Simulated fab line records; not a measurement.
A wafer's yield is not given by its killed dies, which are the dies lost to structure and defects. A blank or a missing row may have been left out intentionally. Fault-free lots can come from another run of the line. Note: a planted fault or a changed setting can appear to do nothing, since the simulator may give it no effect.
fab line records | flow n5_finfet
[record] lots = 7 wafers = 39
route steps=1938 shown PMOS_HMC_CHANNEL_EPI@57 FIN_SAQP@130 SD_EPI_N@288 HKMG_FIN@448 BEOL_M0_SAQP@692 BEOL_M2@914 BEOL_M4@1111
start_h: hours from the record's first day to the start of the lot's first wafer shown | wait_h: hours from the lot's prior step to this one | " as in the row above | L1.1+2: a row that stands for several wafers | - either no value or no given start | * or withheld: withheld | < > ~ a bound
route shown NAME@n: names a module that has steps shown in the file, with the first one's number in the route | usual: the fault-free wafers' mean and standard deviation | same: alike in all rows | chamber/n: place in a boat | sites: per-site readings | _std_site: the standard deviation of these | _edge_site: inner sites' mean taken away from outer sites' mean | radius_mm: how far each site lies from the wafer's centre | mask NAME#n: copy n | behind: the tool/chamber that last shaped the wafer | hold: why the lot was held/for how many hours/how that ended | device: which transistor (n, p or np) failed to switch | end of line: the same wafers' tests at the end of the route | for a step that has no rows: nothing shown but its recipe | killed: dies lost to structure and defects at the first sort, not the wafer's yield | map: a wafer's dies, marking killed ones x, the rest . and places with no die _
set.NAME: the run value of the setting; set.NAME@STEP: its run value at that earlier step | model.NAME: the simulator's own value behind a step, which no gauge read
lots whose settings were changed on purpose; a table a step, a row a wafer
[[steps]]
[step N5_PMOS_HMC_CHANNEL_EPI_HM_DEP_34]
[recipe] material = SiO2 target_thk_a = 360 temp_c = 400 precursor = TEOS/O2 pressure_torr = 6.5 rf_w = 900 teos_flow_sccm = 161.4 gas = O2 flow_sccm = 2650 time_s = 6.9
[step N5_FIN_SAQP_ETCH_65]
[recipe] chemistry = CF4 target = SiO2 target_depth_a = 40 ion_energy_ev = 350 time_s = 4.4 pressure_mtorr = 10 icp_w = 800 bias_w = 400 cf4_flow_sccm = 80
[step N5_SD_EPI_N_EPI_21]
[recipe] material = Si:P dopant = P temp_c = 680 pressure_torr = 255 time_s = 690
[step N5_HKMG_FIN_NWFM_ALD_20]
[recipe] material = TiAlC target_thk_a = 20 temp_c = 300 ald_precursor_family = TiCl4 ald_co_reactant = TEA pulse_time_s = 3 purge_time_s = 2 co_reactant_purge_time_s = 2 co_reactant_pulse_time_s = 10 ald_cycles = 7 pressure_torr = 3
[step N5_BEOL_M0_SAQP_DESCUM_45]
[recipe] chemistry = O2 time_s = 7 source_power_w = 50 bias_power_w = 20 pressure_mtorr = 20 rf_frequency_hz = 2.712e+07 temp_c = 40 resist = CAR-EUV o2_flow_sccm = 225
[step N5_BEOL_M0_SAQP_ALD_48]
[recipe] material = SiO2 target_thk_a = 200 temp_c = 100 ald_precursor_family = BDEAS ald_co_reactant = O2-plasma pulse_time_s = 1 co_reactant_pulse_time_s = 1 purge_time_s = 2 co_reactant_purge_time_s = 2 ald_cycles = 139 pressure_torr = 2
[step N5_BEOL_M2_SPUTTER_90]
[recipe] material = Cu target_thk_a = 45 temp_c = -20 chamber_pressure_pa = 0.07 power_w = withheld time_s = 8.29
[step N5_BEOL_M4_RC_MEAS_101]
[usual] ION_N = 675/11 REXT_N = 75.6/1.8 RS_SD_N = 28.4/0.41 VT_N = 249/3.3 VT_N_LONG = 274.8/2.2 VT_N_LVT = 98/3.3
// columns lot.wafer tool chamber start_h wait_h set.time_s@PMOS_HMC_CHANNEL_EPI_HM_DEP_34 set.time_s@FIN_SAQP_ETCH_65 set.epi_growth_time_s@SD_EPI_N_EPI_21 set.ald_cycles@HKMG_FIN_NWFM_ALD_20 set.time_s@BEOL_M0_SAQP_DESCUM_45 set.ald_cycles@BEOL_M0_SAQP_ALD_48 set.target_thk_a@BEOL_M2_SPUTTER_90 ION_N[uA/um] REXT_N[ohm.um] RS_SD_N[ohm/sq] VT_N[mV] VT_N_LONG[mV] VT_N_LVT[mV]
L074.1 prober-01 0 159.31 0.0 6.9 3.457 858.1 3 5.855 69 45 409 74.8 24.0 372 398.5 217
L074.2 " 0 " " 6.9 3.457 690 7 7 69 45 666 76.5 28.5 253 275.4 96
L074.3 " 0 " " 6.9 4.4 690 3 7 139 45 419 75.7 28.8 369 395.8 216
L074.4 " 0 " " 6.9 4.4 858.1 7 5.855 139 56.73 670 74.7 24.0 248 276.1 95
L074.5 " 0 " " 6.9 4.4 858.1 7 7 69 56.73 682 74.3 25.1 252 276.5 96
L074.6 " 0 " " 6.9 3.457 690 3 5.855 139 56.73 404 77.6 28.5 373 394.3 219
L077.1 prober-01 0 181.33 0.0 6.9 2.256 534.2 7 3.063 139 45 654 81.2 33.9 254 274.1 101
L077.2 " 0 " " 6.9 2.256 690 7 7 72 45 682 74.9 27.8 251 275.9 96
L077.3 " 0 " " 6.9 2.256 534.2 7 7 72 29.51 651 82.1 33.6 257 277.3 104
L077.4 " 0 " " 6.9 4.4 534.2 7 3.063 72 29.51 657 82.8 33.4 255 278.3 102
L077.5 " 0 " " 6.9 4.4 690 7 7 139 29.51 681 74.9 27.9 255 275.0 102
L077.6 " 0 " " 6.9 4.4 690 7 3.063 139 45 677 74.9 27.9 253 277.5 98
L081.1 prober-02 0 198.02 0.0 6.9 4.4 555.2 7 7 162 45 675 78.5 32.5 248 280.1 100
L081.2 " 0 " " 8.281 4.4 690 7 7 139 45 665 74.3 29.0 255 275.7 104
L081.3 " 0 " " 8.281 4.4 555.2 7 7 139 54.8 662 78.5 32.6 254 276.8 102
L081.4 " 0 " " 8.281 4.4 690 7 7 162 45 656 73.5 28.8 253 274.9 104
L081.5 " 0 " " 6.9 4.4 690 7 7 139 54.8 668 72.5 28.4 255 277.6 105
L081.6 " 0 " " 6.9 4.4 555.2 7 7 162 54.8 673 78.7 32.6 249 274.8 99
L080.1 prober-01 0 202.13 0.0 6.9 2.003 921.5 7 7 139 33.17 705 73.1 23.0 244 274.0 94
L080.2 " 0 " " 2.76 2.003 690 10 4.52 139 45 778 76.4 28.8 201 226.3 52
L080.3 " 0 " " 2.76 4.4 921.5 7 7 111 45 692 72.3 23.1 249 277.0 98
L080.4 " 0 " " 6.9 2.003 690 7 4.52 111 33.17 676 74.7 28.4 249 272.7 100
L080.5 " 0 " " 6.9 4.4 921.5 10 4.52 111 45 808 72.4 22.8 195 224.6 48
L080.6 " 0 " " 2.76 4.4 690 10 7 139 33.17 769 76.3 28.7 202 226.5 53
L085.1 prober-01 0 225.25 0.0 6.9 4.4 342.3 3 9.995 139 45 399 97.5 51.5 374 398.7 223
L085.2 " 0 " " 6.9 4.4 690 7 7 139 45 660 80.3 27.8 252 276.4 100
L085.3 " 0 " " 5.724 2.268 342.3 7 9.995 139 45 647 97.8 51.6 254 276.4 101
L085.4 " 0 " " 6.9 2.268 690 3 7 139 45 407 79.4 28.2 369 392.6 220
L085.5 " 0 " " 5.724 4.4 342.3 3 7 139 45 382 97.7 51.8 376 395.3 225
L085.6 " 0 " " 5.724 2.268 690 7 9.995 139 45 671 79.7 28.1 247 274.8 95
L095.2 prober-02 0 291.79 0.2 6.9 4.4 690 7 7 139 45 690 73.4 28.8 245 272.0 92
L095.3 " 0 " " 6.9 4.4 690 7 7 139 45 684 73.1 29.0 247 272.5 94
L095.6 " 0 " " 6.9 4.4 690 7 7 139 45 693 73.9 28.9 242 271.6 88
L097.1 prober-01 0 298.10 0.0 6.9 6.919 971.6 5 7 139 45 565 73.2 22.4 300 324.4 146
L097.2 " 0 " " 6.9 6.919 971.6 7 7 61 37.47 674 73.5 22.1 255 274.9 99
L097.3 " 0 " " 6.9 4.4 971.6 7 9.117 139 37.47 683 72.8 22.2 247 275.3 93
L097.4 " 0 " " 6.9 4.4 690 7 7 139 45 660 75.3 28.4 252 275.6 98
L097.5 " 0 " " 6.9 6.919 690 5 9.117 61 45 568 76.2 28.4 295 322.1 145
L097.6 " 0 " " 6.9 4.4 690 5 9.117 61 37.47 562 76.5 28.3 300 322.9 147
[[key]]
[split] step = N5_PMOS_HMC_CHANNEL_EPI_HM_DEP_34 setting = time_s stated_as = 6.9
response none clear
[split] step = N5_FIN_SAQP_ETCH_65 setting = time_s stated_as = 4.4
response none clear
[split] step = N5_SD_EPI_N_EPI_21 setting = epi_growth_time_s stated_as = 690
[response] step = N5_BEOL_M4_RC_MEAS_101 reading = RS_SD_N slope = -0.292 per = 1% together_with = all explained = 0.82
[response] step = N5_BEOL_M4_RC_MEAS_101 reading = REXT_N slope = -0.216 per = 1% together_with = all explained = 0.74
[split] step = N5_HKMG_FIN_NWFM_ALD_20 setting = ald_cycles stated_as = 7
[response] step = N5_BEOL_M4_RC_MEAS_101 reading = VT_N_LONG slope = -1.87 per = 1% together_with = all explained = 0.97
[response] step = N5_BEOL_M4_RC_MEAS_101 reading = VT_N slope = -1.87 per = 1% together_with = all explained = 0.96
[response] step = N5_BEOL_M4_RC_MEAS_101 reading = VT_N_LVT slope = -1.88 per = 1% together_with = all explained = 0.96
[response] step = N5_BEOL_M4_RC_MEAS_101 reading = ION_N slope = +3.98 per = 1% together_with = all explained = 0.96
[split] step = N5_BEOL_M0_SAQP_DESCUM_45 setting = time_s stated_as = 7
response none clear
[split] step = N5_BEOL_M0_SAQP_ALD_48 setting = ald_cycles stated_as = 139
response none clear
[split] step = N5_BEOL_M2_SPUTTER_90 setting = target_thk_a stated_as = 45
response none clear
